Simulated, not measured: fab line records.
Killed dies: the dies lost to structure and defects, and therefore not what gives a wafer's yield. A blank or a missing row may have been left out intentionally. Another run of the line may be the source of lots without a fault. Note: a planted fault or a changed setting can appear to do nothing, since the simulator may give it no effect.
Matching of chambers ; flow nand harc ; 4 sister chambers for NHARC_P_M1_STRIP_18 on rie diel-10
The step strips in N2/H2. 4 wafers are shown with their chamber, then 7 later ones without.

## WAFERS WITH THEIR CHAMBER
wafer;chamber;showerhead plenum p Torr (Torr)
L080.2;0;1.93
L090.3;3;2.21
L094.2;2;1.96
L094.3;1;2.09

## WAFERS WITH NO CHAMBER GIVEN
wafer;showerhead plenum p Torr (Torr)
L094.5;1.93
L095.1;2.21
L095.3;2.09
L095.5;2.09
L097.1;1.96
L097.5;1.93
L097.6;2.20

## WHICH CHAMBER EACH WENT THROUGH
wafer;from the rows above;in truth
L094.5;0;0
L095.1;3;3
L095.3;1;1
L095.5;1;1
L097.1;2;2
L097.5;0;0
L097.6;3;3
Correctly placed: 7 of 7. Not placeable from these rows: 0. Placed wrongly: 0.
How it was worked out, from the rows above alone: a wafer's distance from a chamber is the root of the sum, over the readings, of the square of ((its reading less the chamber's mean) divided by the reading's scatter). If the next closest chamber is less than 2 further off than the closest, the wafer can't be placed; otherwise it belongs to the closest. The mean given for a chamber averages the wafers shown for that chamber. The scatter: with one shown wafer a chamber, the root of the mean of the squares of how far each hidden wafer lies from its nearest shown one.
